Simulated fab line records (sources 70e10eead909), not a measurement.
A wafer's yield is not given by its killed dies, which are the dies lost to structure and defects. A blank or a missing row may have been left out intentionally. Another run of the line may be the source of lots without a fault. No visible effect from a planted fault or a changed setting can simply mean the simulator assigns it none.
What tool caused it? | flow nandHarc | Sampling: 13 lots, 39 wafers, 5 of 1159 route steps

## WHAT THE GAUGES SHOWED, per wafer
NHARC_END_SORT_01. Usual: killedAtArray 26, standard deviation 8.6; killedAtOther 0.7, standard deviation 0.97; killedAtPeriphery 3.2, standard deviation 2.2; killedDies 30, standard deviation 8.9; killedOpen 3.1, standard deviation 1.8; killedShort 2.2, standard deviation 1.8.
lot  | measured     | on        | killedAtArray | killedAtOther | killedAtPeriphery | killedDies | killedOpen | killedShort | flag
L548 | day 21 10:40 | prober-02 | 26 30 30      | 0 0 0         | 3 3 3             | 29 33 33   | 1 3 2      | 4 5 7       | 
L557 | day 23 07:05 | prober-01 | 45 52 36      | 4 2 3         | 5 3 4             | 54 57 43   | 4 4 3      | 3 2 1       | 
L554 | day 23 04:44 | prober-02 | 33 24 30      | 0 2 0         | 3 3 1             | 36 29 31   | 7 4 2      | 2 1 3       | 
L561 | day 25 06:07 | prober-02 | 674 21 22     | 1 0 0         | 2 6 0             | 677 27 22  | 1 0 4      | 2 4 1       | OFF
L564 | day 25 04:28 | prober-01 | 11 672 673    | 0 1 2         | 3 4 2             | 14 677 677 | 1 1 8      | 2 2 2       | OFF

## WHAT TOOL EACH LOT RAN ON (gives the tool, then ch and the chambers of the sampled wafers, and finally the start)
lot  | NHARC_A_CONTACT_ETCH_111           | NHARC_A_CONTACT_ETCH_114           | NHARC_A_CONTACT_ETCH_123           | NHARC_A_CONTACT_ETCH_96
L541 | harCapEtch-01 ch 0,1, day 16 12:04 | harCapEtch-01 ch 0,1, day 16 12:27 | harCapEtch-01 ch 0,1, day 16 13:16 | rieDiel-01 ch 1,3, day 16 14:01
L544 | harCapEtch-03 ch 0,1, day 16 22:26 | harCapEtch-03 ch 0,1, day 16 22:49 | harCapEtch-03 ch 0,1, day 16 23:37 | rieDiel-07 ch 1,2,3, day 17 00:25
L545 | harCapEtch-02 ch 0,1, day 16 23:59 | harCapEtch-02 ch 0,1, day 17 00:22 | harCapEtch-02 ch 0,1, day 17 01:13 | rieDiel-07 ch 1,3, day 17 01:56
L543 | harCapEtch-02 ch 0,1, day 17 04:09 | harCapEtch-02 ch 0,1, day 17 04:31 | harCapEtch-02 ch 0,1, day 17 05:37 | rieDiel-07 ch 0,1,3, day 17 06:28
L548 | harCapEtch-02 ch 0,1, day 18 10:55 | harCapEtch-02 ch 0,1, day 18 11:17 | harCapEtch-02 ch 0,1, day 18 12:09 | rieDiel-07 ch 0,1, day 18 12:50
L549 | harCapEtch-01 ch 0,1, day 18 11:35 | harCapEtch-01 ch 0,1, day 18 11:56 | harCapEtch-01 ch 0,1, day 18 12:47 | rieDiel-07 ch 0,2,3, day 18 13:29
L550 | harCapEtch-03 ch 0,1, day 18 22:13 | harCapEtch-03 ch 0,1, day 18 22:44 | harCapEtch-03 ch 0,1, day 18 23:49 | rieDiel-07 ch 1,2,3, day 19 00:40
L553 | harCapEtch-01 ch 0,1, day 19 14:50 | harCapEtch-01 ch 0,1, day 19 15:13 | harCapEtch-01 ch 0,1, day 19 16:02 | rieDiel-01 ch 2,3, day 19 16:54
L558 | harCapEtch-02 ch 0,1, day 20 03:20 | harCapEtch-02 ch 0,1, day 20 03:43 | harCapEtch-02 ch 0,1, day 20 04:32 | rieDiel-07 ch 2,3, day 20 05:17
L557 | harCapEtch-01 ch 0,1, day 20 03:54 | harCapEtch-01 ch 0,1, day 20 04:14 | harCapEtch-01 ch 0,1, day 20 05:08 | rieDiel-07 ch 2,3, day 20 05:47
L554 | harCapEtch-01 ch 1, day 20 06:29   | harCapEtch-01 ch 1, day 20 06:52   | harCapEtch-01 ch 1, day 20 07:41   | rieDiel-13 ch 0,1,2, day 20 08:28
L561 | harCapEtch-03 ch 0,1, day 22 06:13 | harCapEtch-03 ch 0,1, day 22 06:34 | harCapEtch-03 ch 0,1, day 22 07:27 | rieDiel-01 ch 0,1,3, day 22 08:08
L564 | harCapEtch-02 ch 1, day 22 08:07   | harCapEtch-02 ch 1, day 22 08:28   | harCapEtch-02 ch 1, day 22 09:20   | rieDiel-01 ch 0,1, day 22 10:04
- NHARC_A_CONTACT_ETCH_111: etches the open film in C4F8/O2/Ar, time 140 s, target depth 700 nm.
- NHARC_A_CONTACT_ETCH_114: etches the open film in C4F8/O2/Ar, time 94 s, target depth 922 nm.
- NHARC_A_CONTACT_ETCH_123: etches the open film in C4F8/O2/Ar, time 253 s, target depth 1090 nm.
- NHARC_A_CONTACT_ETCH_96: etches the open film in C4F6/O2, target depth 20 nm, time 10 s.

## WHAT THE TOOLS THEMSELVES READ (means of the sampled wafers that have a number; where no wafer has one, the mark that the record gives instead)
NHARC_A_CONTACT_ETCH_96. Usual: drypumpMotorCurrentA 5.7 A, standard deviation 0.36; o2FlowSccm 20.01 sccm, standard deviation 0.054; oesProductAu 0.975 a.u., standard deviation 0.024; rfVppV 547 V, standard deviation 4.2; showerheadPlenumPTorr 3.92 Torr, standard deviation 0.21; throttleValvePct 26.903 %, standard deviation 0.0092.
lot  | tool       | drypumpMotorCurrentA (A) | o2FlowSccm (sccm) | oesProductAu (a.u.) | rfVppV (V) | showerheadPlenumPTorr (Torr) | throttleValvePct (%) | flag
L541 | rieDiel-01 | 5.7                      | 20.03             | 0.978               | 547        | 3.81                         | 26.906               | 
L544 | rieDiel-07 | 5.8                      | 20.04             | 0.953               | 544        | 3.77                         | 26.907               | 
L545 | rieDiel-07 | 5.9                      | 20.02             | 0.996               | 546        | 3.89                         | 26.910               | 
L543 | rieDiel-07 | 5.6                      | 20.03             | 0.952               | 547        | 3.93                         | 26.902               | 
L548 | rieDiel-07 | 5.3                      | 20.04             | 0.976               | 551        | 4.09                         | 26.898               | 
L549 | rieDiel-07 | 5.6                      | 19.89             | 1.009               | 548        | 4.00                         | 26.897               | 
L550 | rieDiel-07 | 5.8                      | 20.05             | 1.006               | 548        | 3.96                         | 26.904               | 
L553 | rieDiel-01 | 6.0                      | 19.98             | 0.987               | 547        | 3.97                         | 26.906               | 
L558 | rieDiel-07 | 5.7                      | 19.99             | 0.966               | 548        | 4.03                         | 26.909               | 
L557 | rieDiel-07 | 5.9                      | 19.99             | 0.955               | 546        | 3.84                         | 26.895               | 
L554 | rieDiel-13 | 5.8                      | 20.07             | 1.004               | 547        | 3.92                         | 26.903               | 
L561 | rieDiel-01 | 5.6                      | 20.01             | 0.917               | 544        | 3.77                         | 26.899               | 
L564 | rieDiel-01 | 5.5                      | 19.96             | 0.821               | 543        | 3.70                         | 26.903               | OFF

## THE ANSWER, worked out from the rows above alone
Rule: a lot counts as off when the mean over its wafers that have a number is more than 3 standard deviations away from the usual mean. A lot without any number at a reading at which 4 lots or more have one is off too. Where the step has rows for the other lots, those lots are counted as sound. The gauges are gone through in route order, then the tools' own readings, and for those a lot's mean is taken as printed above. At the first step where some lot is off, the reading lying furthest off is the one used; lots without a number count as furthest.
Off, at NHARC_END_SORT_01 on killedAtArray: L561, L564. Neither off nor sound, because the step has no rows for them: L541, L544, L545, L543, L549, L550, L553, L558.
A tool fits if, at a process step before that reading, it ran every lot that is off, and no sound lot after the first of them. Those tools and the gauges at NHARC_END_SORT_01 are tried in the same way. One fits: NHARC_A_CONTACT_ETCH_96 on rieDiel-01. It ran no sound lot before its first lot that is off in this sample, so the start can't be narrowed down.
The tool's own readings at NHARC_A_CONTACT_ETCH_96 bear it out: on the lots that are off they differ by more than 5 times the standard deviation of the sound lots' means. oesProductAu reads 0.869 a.u. there against 0.978 a.u. on the sound lots.

## WHAT WAS PUT IN BY THE SIMULATOR
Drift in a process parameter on rieDiel-01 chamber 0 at NHARC_A_CONTACT_ETCH_96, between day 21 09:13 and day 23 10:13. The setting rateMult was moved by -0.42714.
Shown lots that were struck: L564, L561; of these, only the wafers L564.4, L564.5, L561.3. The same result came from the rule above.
